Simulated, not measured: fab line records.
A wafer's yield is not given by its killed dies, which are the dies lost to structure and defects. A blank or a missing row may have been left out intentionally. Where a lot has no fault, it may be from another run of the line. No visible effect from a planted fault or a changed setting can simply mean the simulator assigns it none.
Struck lot and sound lot, side by side    flow n5Finfet    32 steps out of a route of 1938
Sound: these wafers, L858.3, L858.4, L858.5. Struck: wafers L847.1, L847.2, L847.6. The cause is named last.
At each step with rows: each side's tool, then ch and its chambers, then its first start. Under that, the readings that differ: sound wafers    struck wafers    difference of the means    sigmas: that difference in standard deviations of wafers without a fault.
alike: a reading whose means differ by less than 2 such deviations, as well as words and numbers matching on both sides. not compared: withheld readings; readings where some wafer has no value; bounds like >300 that might hide an equal value; numbers whose values overlap and for which the record gives no deviation.
A row with sigmas, a row that says differs or no value, or rows on one side alone: a step with any of these is where the two part. When numbers do not overlap yet have no deviation, they are printed without sigmas and do not part them. A reading that every wafer of one side lacks parts them only if that side has two wafers or more.

first, 10 steps without rows for these wafers: N5_SD_EPI_P_SRD_20 (time 30 s); N5_SD_EPI_P_PRECLEAN_51 (cleans in NF3:NH3, afs cycles 1, time 20 s, sublimation time 60 s); N5_SD_EPI_P_VAPOR_ETCH_44 (etches SiGe30 in NF3/Ar, time 3.3 s); N5_SD_EPI_P_EPI_21 (deposits SiGe:B, time 355 s); N5_SD_EPI_P_HM_STRIP_48 (strips SiNx in H3PO4, material SiNx, target depth 3 nm); N5_SD_EPI_P_SRD_49 (time 30 s); N5_SD_EPI_P_PRECLEAN_24 (cleans in O3/DIW, time 45 s); N5_SD_EPI_P_PRECLEAN_32 (cleans in dHF, time 10 s); N5_SD_EPI_P_PRECLEAN_33 (cleans in SC2, time 45 s); N5_SD_EPI_P_SRD_25 (time 30 s).
N5_SD_ACTIVATION_RTA_00: time 0 s.
  sound on rtpAnneal-02 ch 0, day 8 21:38; struck on rtpAnneal-01 ch 0, day 6 10:53
reading              sound              struck             difference  sigmas
lampPowerPct (%)     9.10 9.02 8.95     9.36 9.44 9.34     +0.36       +7
lamp_zone_1_pct (%)  8.93 8.93 8.96     9.41 9.38 9.35     +0.44       +14
lamp_zone_2_pct (%)  8.947 8.910 8.907  9.345 9.348 9.400  +0.443      +16
lamp_zone_3_pct (%)  8.943 8.963 8.961  9.355 9.375 9.368  +0.410      +16
lamp_zone_4_pct (%)  8.908 8.955 8.965  9.374 9.379 9.354  +0.426      +16
lamp_zone_5_pct (%)  8.994 8.945 8.948  9.389 9.348 9.366  +0.405      +15
lamp_zone_6_pct (%)  8.873 8.841 8.830  9.316 9.241 9.285  +0.433      +15
lamp_zone_7_pct (%)  9.369 9.339 9.324  9.756 9.791 9.793  +0.436      +15
  alike: wafer_temp_C_max
then, 19 steps without rows for these wafers: N5_SD_ACTIVATION_LSA_01 (time 0.0008 s); N5_ILD0_LINER_00 (material SiNx, target thk 4 nm, pulse time 1 s, purge time 2 s); N5_ILD0_FCVD_FILL_01 (material SiO2 flowable, target thk 200 nm, time 328.3 s); N5_ILD0_CURE_02 (time 1800 s); N5_ILD0_CMP_03 (polishes, stops on SiNx, t overpolish 1.9 s, target thk 197.38 nm); N5_ILD0_CMP_07 (polishes SiO2 flowable, stops on poly-Si, t overpolish 1.18 s, target thk 138.88 nm); N5_ILD0_PRECLEAN_10 (cleans in NF3:NH3, afs cycles 5, time 20 s, sublimation time 60 s); N5_ILD0_ALD_15 (deposits SiNx, target thk 24 nm, pulse time 1 s, ald cycles 480); N5_ILD0_CMP_12 (polishes SiNx, stops on poly-Si, t overpolish 6 s, target thk 17.67 nm); N5_SDB_HM_DEP_00 (deposits SiNx from SiH4/NH3/N2, target thk 40 nm, time 35.3 s); N5_SDB_COAT_03 (time 60 s, resist thk 100 nm); N5_SDB_COAT_04 (time 60 s, resist thk 18 nm); N5_SDB_COAT_05 (resist thk 90 nm); N5_SDB_EBR_07; N5_SDB_SOFTBAKE_06 (time 60 s); N5_SDB_EXPOSE_08 (exposes mask SDB); N5_SDB_PEB_09 (peb time 60 s); N5_SDB_DEVELOP_10 (develop time 30 s); N5_SDB_DESCUM_16 (chemistry O2, time 7.9 s).
-- the record jumps here: 6 days lie between the struck wafers' starts before and after (it left off in module SDB and takes up again in module BEOL_M4, whose first step shown is number 1111 of the route) --
N5_BEOL_M4_RC_MEAS_101:
  sound on prober-02 ch 0, day 14 15:16; struck on prober-02 ch 0, day 12 13:36
reading             sound              struck             difference  sigmas
DIBL_N (mV/V)       35.0 35.6 33.9     50.0 47.3 49.1     +14.0       +7
IOFF_N (nA/um)      0.16 0.18 0.15     0.76 0.55 0.64     +0.49       +14
IOFF_N_85C (nA/um)  3.1 3.3 3.0        11.2 8.5 9.7       +6.7        +12
IOFF_N_LIN (nA/um)  0.073 0.079 0.070  0.206 0.184 0.200  +0.123      +9
IOFF_P (nA/um)      0.20 0.23 0.18     0.35 0.31 0.35     +0.13       +4
IOFF_P_85C (nA/um)  3.3 3.9 3.1        5.5 4.9 5.5        +1.9        +3
IOFF_P_LIN (nA/um)  0.094 0.106 0.089  0.147 0.133 0.147  +0.046      +3
ION_N (uA/um)       673 671 671        742 741 747        +72         +7
ION_P (uA/um)       458 466 452        477 480 480        +20         +3
REXT_N (ohm.um)     76.8 76.4 76.5     66.3 67.0 66.7     -9.9        -5
REXT_P (ohm.um)     102.7 101.6 104.1  94.4 95.6 94.7     -7.9        -3
SS_N (mV/dec)       71.4 71.3 71.6     76.9 74.3 75.0     +4.0        +6
SS_P (mV/dec)       73.1 73.0 72.3     74.9 74.2 74.1     +1.6        +2
VT_N (mV)           250 249 252        234 233 232        -17         -5
VT_N_LVT (mV)       96 94 95           80 81 79           -15         -5
VT_P (mV)           -250 -250 -253     -244 -245 -242     +7          +2
  alike: DIBL_P
-- a jump in the record: the struck wafers' starts before and after are 4 days apart (it breaks off in module BEOL_M4 and resumes in module PASSIVATION, where the first step shown is number 1936 of the route) --
N5_PASSIVATION_PROBE_49:
  sound on prober-01, day 19 05:00; struck on prober-01, day 17 00:19
reading                 sound           struck             difference  sigmas
sort_bin_4_leakage (%)  0 0 0           88.98 64.15 82.88  +78.67      +99 or more
sortNPass               1056 1093 1094  14 327 106         -932        -55
sortYieldPct (%)        89.5 92.6 92.7  1.2 27.7 9.0       -79.0       -56
  alike: defectLimitedYield, killed_at_M0_to_M3, killed_at_M4_up, killedAtContacts, killedAtFrontEnd, killedAtOther, killedDies, killedOpen, killedShort, sort_bin_5_function, sort_bin_6_memory

## WHERE THEY PART
Last at N5_PASSIVATION_PROBE_49 as far as this record goes, first at N5_SD_ACTIVATION_RTA_00.

WHY: what had been put in by the simulator
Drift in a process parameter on rtpAnneal-01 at N5_SD_ACTIVATION_RTA_00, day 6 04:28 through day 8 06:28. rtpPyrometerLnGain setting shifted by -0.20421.
